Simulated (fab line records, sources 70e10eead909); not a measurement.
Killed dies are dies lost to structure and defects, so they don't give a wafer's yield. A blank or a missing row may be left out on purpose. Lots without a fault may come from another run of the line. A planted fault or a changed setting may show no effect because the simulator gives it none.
fab line records | flow nand_harc
record lots=12 wafers=36 last_day=24
route steps=1159 shown A_M1@1047 A_BONDPAD@1072 THIN_TSV@1153 END@1159
lots that met no fault: from a run of the same line without faults
start_h: hours from the record's first day to the start of the lot's first wafer shown | wait_h: hours since the lot's step before | " the same as in the row above | L1.1+2: a row that stands for several wafers | - no value, or no start given | * or withheld: withheld | < > ~ a bound
route shown NAME@n: a module of which the file shows steps, and the number in the route of the first | usual: mean/standard deviation of fault-free wafers | same: alike in all rows | chamber/n: place in a boat | sites: the reading at each site | _std_site: their standard deviation | _edge_site: outer sites' mean less inner sites' | radius_mm: how far each site lies from the wafer's centre | mask NAME#n: copy n | behind: the tool/chamber that last shaped the wafer | hold: why the lot was held/for how many hours/how that ended | device: the transistor (n, p or np) that didn't switch | end of line: the same wafers' tests at the end of the route | a step without rows: its recipe alone | killed: dies lost to structure and defects at the first sort, not the wafer's yield | map: a wafer's dies, x killed, . not, _ none there
set.NAME: the setting as run; set.NAME@STEP: as run at that earlier step | model.NAME: the simulator's own value behind a step, which no gauge read
steps of the route over a sample of lots; a table a step, a row a wafer
services: from which hour (start_h, from the record's first day; less than 0 if before it) a tool's chamber was out of use, for how many hours, and why
## steps
# step NHARC_A_M1_PRE_CLEAN_30
# recipe time_s=30 temp_c=280 gas=H2/He
# usual heater_power_w=416/35
# same time_s=30
# columns lot.wafer tool chamber start_h wait_h heater_power_w
L968.3 pvd_sputter-03 - - - 410
L968.4 " - " " 427
L968.6 " - " " 416
L969.3 pvd_sputter-01 - - - 385
L969.2 " - " " 493
L969.5 " - " " 392
L967.2 pvd_sputter-03 - - - 383
L967.4 " - " " 407
L967.5 " - " " 403
L971.2 pvd_sputter-03 - - - 406
L971.4 " - " " 382
L971.6 " - " " 428
L973.3 pvd_sputter-03 - - - 415
L973.1 " - " " 424
L973.5 " - " " 419
L976.4 pvd_sputter-03 - - - 397
L976.1 " - " " 431
L976.5 " - " " 423
L978.4 pvd_sputter-01 - - - 387
L978.2 " - " " 371
L978.5 " - " " 421
L977.1 pvd_sputter-02 - - - 413
L977.4 " - " " 474
L977.6 " - " " 373
L981.1 pvd_sputter-02 - - - 478
L981.3 " - " " 414
L981.6 " - " " 476
L987.2 pvd_sputter-01 - - - 355
L987.4 " - " " 430
L987.5 " - " " 382
L988.4 pvd_sputter-03 - - - 408
L988.2 " - " " 410
L988.6 " - " " 414
L986.3 pvd_sputter-02 - - - 423
L986.1 " - " " 429
L986.6 " - " " 376
# step NHARC_A_BONDPAD_CD_MEAS_09
# recipe target_cd_nm=500 landing_energy_ev=500
# usual cd_nm=499.5/2.7
# columns lot.wafer tool chamber start_h wait_h cd_nm
L968.3 cd_sem-02 0 426.13 - 497.7
L968.4 " 0 " " 500.5
L968.6 " 0 " " 499.4
L969.2 cd_sem-02 0 430.22 - 502.3
L969.3 " 0 " " 501.0
L969.5 " 0 " " 501.9
L967.2 cd_sem-01 0 430.46 - 500.3
L967.4 " 0 " " 501.7
L967.5 " 0 " " 504.6
L971.2 cd_sem-03 0 451.34 - 497.7
L971.4 " 0 " " 495.1
L971.6 " 0 " " 498.5
L973.1 cd_sem-02 0 457.09 - 495.6
L973.3 " 0 " " 493.1
L973.5 " 0 " " 495.7
L976.1 cd_sem-02 0 474.27 - 503.4
L976.4 " 0 " " 500.3
L976.5 " 0 " " 505.0
L978.2 cd_sem-02 0 475.60 - 500.5
L978.4 " 0 " " 500.3
L978.5 " 0 " " 498.7
L977.1 cd_sem-01 0 478.78 - 501.6
L977.4 " 0 " " 498.2
L977.6 " 0 " " 498.9
L981.1 cd_sem-03 0 495.52 - 497.9
L981.3 " 0 " " 505.3
L981.6 " 0 " " 502.9
L987.2 cd_sem-03 0 527.99 - 496.8
L987.4 " 0 " " 499.7
L987.5 " 0 " " 498.6
L988.2 cd_sem-01 0 529.42 - 502.1
L988.4 " 0 " " 502.0
L988.6 " 0 " " 503.7
L986.1 cd_sem-02 0 543.11 - 497.1
L986.3 " 0 " " 494.9
L986.6 " 0 " " 498.2
# step NHARC_A_BONDPAD_CD_MEAS_13
# usual cd_nm=500/3.1
# columns lot.wafer tool chamber start_h wait_h cd_nm
L968.3 cd_sem-01 - 426.68 - 497
L968.4 " - " " 499
L968.6 " - " " 497
L969.2 cd_sem-02 - 430.75 - 504
L969.3 " - " " 503
L969.5 " - " " 505
L967.2 cd_sem-01 - 430.99 - 500
L967.4 " - " " 499
L967.5 " - " " 506
L971.2 cd_sem-02 - 451.88 - 497
L971.4 " - " " 496
L971.6 " - " " 499
L973.1 cd_sem-03 - 457.62 - 493
L973.3 " - " " 495
L973.5 " - " " 495
L976.1 cd_sem-01 - 474.81 - 506
L976.4 " - " " 502
L976.5 " - " " 506
L978.2 cd_sem-01 - 476.13 - 500
L978.4 " - " " 502
L978.5 " - " " 500
L977.1 cd_sem-03 - 479.31 - 502
L977.4 " - " " 500
L977.6 " - " " 499
L981.1 cd_sem-01 - 496.04 - 496
L981.3 " - " " 502
L981.6 " - " " 503
L987.2 cd_sem-03 - 528.51 - 498
L987.4 " - " " 500
L987.5 " - " " 498
L988.2 cd_sem-01 - 529.95 - 505
L988.4 " - " " 502
L988.6 " - " " 505
L986.1 cd_sem-02 - 543.64 - 496
L986.3 " - " " 495
L986.6 " - " " 495
# step NHARC_THIN_TSV_STRIP_56
# recipe power_w=1500 temp_c=250 chemistry=O2
# usual drypump_motor_current_A=6.1/0.33 heater_power_w=313/40
# columns lot.wafer tool chamber start_h wait_h drypump_motor_current_A heater_power_w rf_hours_counter_h
L968.4 plasma_asher-01 0 449.66 0.2 6.4 366 -
L968.3 " 1 " " 6.5 325 -
L968.6 " 1 " " 6.5 319 -
L969.2 plasma_asher-02 0 452.47 0.1 5.7 270 31
L969.3 " 0 " " 5.7 265 -
L969.5 " 0 " " 5.7 267 -
L967.2 plasma_asher-02 1 455.81 0.5 6.1 301 33
L967.4 " 1 " " 6.1 294 -
L967.5 " 1 " " 6.1 292 -
L971.2 plasma_asher-02 1 476.63 0.1 6.1 300 42
L971.4 " 0 " " 5.7 266 -
L971.6 " 1 " " 6.1 298 -
L973.1 plasma_asher-01 1 479.66 0.1 6.5 326 6
L973.3 " 1 " " 6.5 325 -
L973.5 " 0 " " 6.5 374 -
L976.1 plasma_asher-01 1 498.10 0.1 6.5 325 11
L976.4 " 0 " " 6.4 377 -
L976.5 " 1 " " 6.5 324 -
L977.1 plasma_asher-02 1 499.24 0.1 6.1 305 48
L977.4 " 1 " " 6.1 290 -
L977.6 " 1 " " 6.1 297 -
L978.2 plasma_asher-01 0 500.37 0.1 6.5 384 11
L978.4 " 1 " " 6.5 334 -
L978.5 " 0 " " 6.5 390 -
L981.1 plasma_asher-01 1 524.05 0.1 6.4 328 17
L981.3 " 1 " " 6.4 329 -
L981.6 " 0 " " 6.5 381 -
L987.2 plasma_asher-02 1 551.32 0.1 6.1 306 2
L987.4 " 1 " " 6.1 313 -
L987.5 " 1 " " 6.1 303 -
L988.2 plasma_asher-02 1 552.70 0.1 6.1 314 3
L988.4 " 0 " " 5.7 266 -
L988.6 " 0 " " 5.7 265 -
L986.1 plasma_asher-02 1 565.17 0.1 6.1 307 9
L986.3 " 0 " " 5.7 268 -
L986.6 " 0 " " 5.7 277 -
# step NHARC_THIN_TSV_INSPECT_40
# usual raw_defect_count=461/76
# columns lot.wafer tool chamber start_h wait_h raw_defect_count
L968.3 defect_inspect-02 - 456.67 0.4 479
L968.4 " - " " 417
L968.6 " - " " 422
L969.2 defect_inspect-02 - 456.67 0.4 399
L969.3 " - " " 409
L969.5 " - " " 541
L967.2 defect_inspect-02 - 461.06 0.4 474
L967.4 " - " " 434
L967.5 " - " " 391
L971.2 defect_inspect-02 - 480.86 0.4 407
L971.4 " - " " 554
L971.6 " - " " 456
L973.1 defect_inspect-02 - 484.92 0.4 475
L973.3 " - " " 412
L973.5 " - " " 459
L976.1 defect_inspect-02 - 503.33 0.4 409
L976.4 " - " " 444
L976.5 " - " " 458
L977.1 defect_inspect-02 - 503.33 0.4 435
L977.4 " - " " 434
L977.6 " - " " 419
L978.2 defect_inspect-02 - 503.34 0.4 1429
L978.4 " - " " 552
L978.5 " - " " 1460
L981.1 defect_inspect-02 - 529.29 0.4 478
L981.3 " - " " 445
L981.6 " - " " 1360
L988.2 defect_inspect-01 - 556.25 0.4 362
L988.4 " - " " 393
L988.6 " - " " 384
L987.2 defect_inspect-02 - 556.25 0.4 462
L987.4 " - " " 448
L987.5 " - " " 475
L986.1 defect_inspect-01 - 570.18 0.4 462
L986.3 " - " " 524
L986.6 " - " " 668
# step NHARC_END_SORT_01
# recipe temp_c=25
# usual defect_limited_yield=95.7/1.5 killed_at_array=25/10 killed_at_other=0.6/0.91 killed_at_periphery=3.6/2.9 killed_dies=29/10 killed_open=3.3/2 killed_short=1.9/1.5 sort_bin_2_pct=1.3/0.61 sort_bin_3_pct=0.26/0.19 sort_bin_4_pct=2.7/1 sort_n_pass=648/10 sort_rim_yield_pct=94/3.2 sort_yield_pct=95.7/1.5
# same gross_dies=677 sort_bin_5_pct[%]=0 sort_bin_6_pct[%]=0 sort_bin_7_pct[%]=0 sort_bin_8_pct[%]=0 sort_rim_n_gross=106.00
# columns lot.wafer tool chamber start_h wait_h defect_limited_yield[%] killed_at_array killed_at_other killed_at_periphery killed_dies killed_open killed_short sort_bin_2_pct[%] sort_bin_3_pct[%] sort_bin_4_pct[%] sort_n_pass sort_rim_yield_pct[%] sort_yield_pct[%]
L978.2 prober-02 0 515.77 2.8 85.4 12 84 3 99 4 2 5.9 4.73 4.0 578 82 85.4
L978.4 prober-02 0 517.35 3.4 96.2 24 1 1 26 5 0 1.5 0.44 1.9 651 99 96.2
L978.5 prober-02 0 518.14 3.7 83.3 25 85 3 113 2 1 5.2 5.02 6.5 564 88 83.3
L981.1 prober-01 0 532.36 2.5 96.6 13 0 10 23 1 0 1.5 0 1.9 654 96 96.6
L981.3 prober-01 0 533.95 3.1 96.6 13 0 10 23 1 2 0.6 0.44 2.4 654 97 96.6
L981.6 prober-01 0 536.34 4.0 83.8 15 84 11 110 2 3 5.6 5.02 5.6 567 85 83.8
# killed by level:class
L978.2 THIN_TSV:unspecified=84 A_STAIRCASE:chamber_film_flake=5 A_CONTACT:geometric_particle:open=2 A_CHANNEL_FILL_D1:geometric_particle:short=1 A_STAIRCASE:geometric_particle:open=1 A_CONTACT:geometric_particle:short=1 A_M0:geometric_particle:open=1 P_ZERO_WELL:chamber_film_flake=1
L978.4 A_CHANNEL_HOLE_D1:chamber_film_flake=13 A_STAIRCASE:chamber_film_flake=3 A_WL_FILL:geometric_particle:open=2 A_ONON_D1:geometric_particle:open=1 A_CONTACT:geometric_particle:open=1 A_BLC:geometric_particle:open=1 P_ZERO_WELL:chamber_film_flake=1 A_CHANNEL_FILL_D1:chamber_film_flake=1
L978.5 THIN_TSV:unspecified=85 A_CHANNEL_HOLE_D1:chamber_film_flake=18 P_ZERO_WELL:chamber_film_flake=2 A_ZERO_WELL:chamber_film_flake=2 A_STAIRCASE:chamber_film_flake=2 P_M1:geometric_particle:open=1 A_WL_FILL:geometric_particle:short=1 A_M1:geometric_particle:open=1
L981.1 A_CONTACT:chamber_film_flake=8 P_ZERO_WELL:chamber_film_flake=6 A_STAIRCASE:chamber_film_flake=4 P_GATE:chamber_film_flake=2 P_CONTACT:geometric_particle:open=1 P_M2:chamber_film_flake=1 A_CHANNEL_HOLE_D1:chamber_film_flake=1
L981.3 P_ZERO_WELL:chamber_film_flake=8 A_CHANNEL_HOLE_D1:chamber_film_flake=3 A_STAIRCASE:chamber_film_flake=3 A_ZERO_WELL:chamber_film_flake=2 A_CONTACT:chamber_film_flake=2 P_M1:geometric_particle:open=1 A_ONON_D1:geometric_particle:short=1 A_CONTACT:geometric_particle:short=1
L981.6 THIN_TSV:unspecified=84 P_ZERO_WELL:chamber_film_flake=7 A_CHANNEL_HOLE_D1:chamber_film_flake=4 A_STAIRCASE:chamber_film_flake=4 A_CONTACT:chamber_film_flake=3 P_M0:geometric_particle:open=1 P_M2:geometric_particle:short=1 A_CHANNEL_FILL_D1:geometric_particle:open=1
## services
# columns tool chamber start_h hours kind
pvd_sputter-02 - 428.71 2.8 repair
plasma_asher-01 - 453.05 9.0 pm
plasma_asher-01 0 453.05 9.0 vent_cycle
plasma_asher-01 1 453.05 9.0 vent_cycle
pvd_sputter-03 - 458.08 10.0 pm
plasma_asher-01 0 462.05 - clean
plasma_asher-01 1 462.05 - clean
pvd_sputter-01 - 506.66 4.6 repair
pvd_sputter-01 - 514.02 10.0 pm
pvd_sputter-02 - 529.72 0.5 repair
plasma_asher-02 - 537.02 9.0 pm
plasma_asher-02 0 537.02 9.0 vent_cycle
plasma_asher-02 1 537.02 9.0 vent_cycle
pvd_sputter-03 - 545.79 7.3 repair
plasma_asher-02 0 546.02 - clean
plasma_asher-02 1 546.02 - clean
plasma_asher-01 - 548.32 18.6 repair
## key
first_sign step=NHARC_THIN_TSV_INSPECT_40 reading=raw_defect_count direction=up sigmas=13 usual=461 struck=1416
effect step=NHARC_END_SORT_01 reading=killed_at_other direction=up sigmas=84 usual=0.6 struck=84.3
more_kills_born_at NHARC_THIN_TSV_STRIP_56@plasma_asher-01=253
met_at NHARC_THIN_TSV_STRIP_56
struck_lots L978,L981
struck_wafers L978.2,L978.5,L981.6
not_acting_at NHARC_A_M1_PRE_CLEAN_30,NHARC_A_BONDPAD_CD_MEAS_09,NHARC_A_BONDPAD_CD_MEAS_13
onset_between 498.10 500.37
fault kind=chamber_particle_source tool=plasma_asher-01 chamber=0 onset_h=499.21 steps=NHARC_THIN_TSV_STRIP_56 rate_per_visit_cm2=1.5566 end_h=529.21
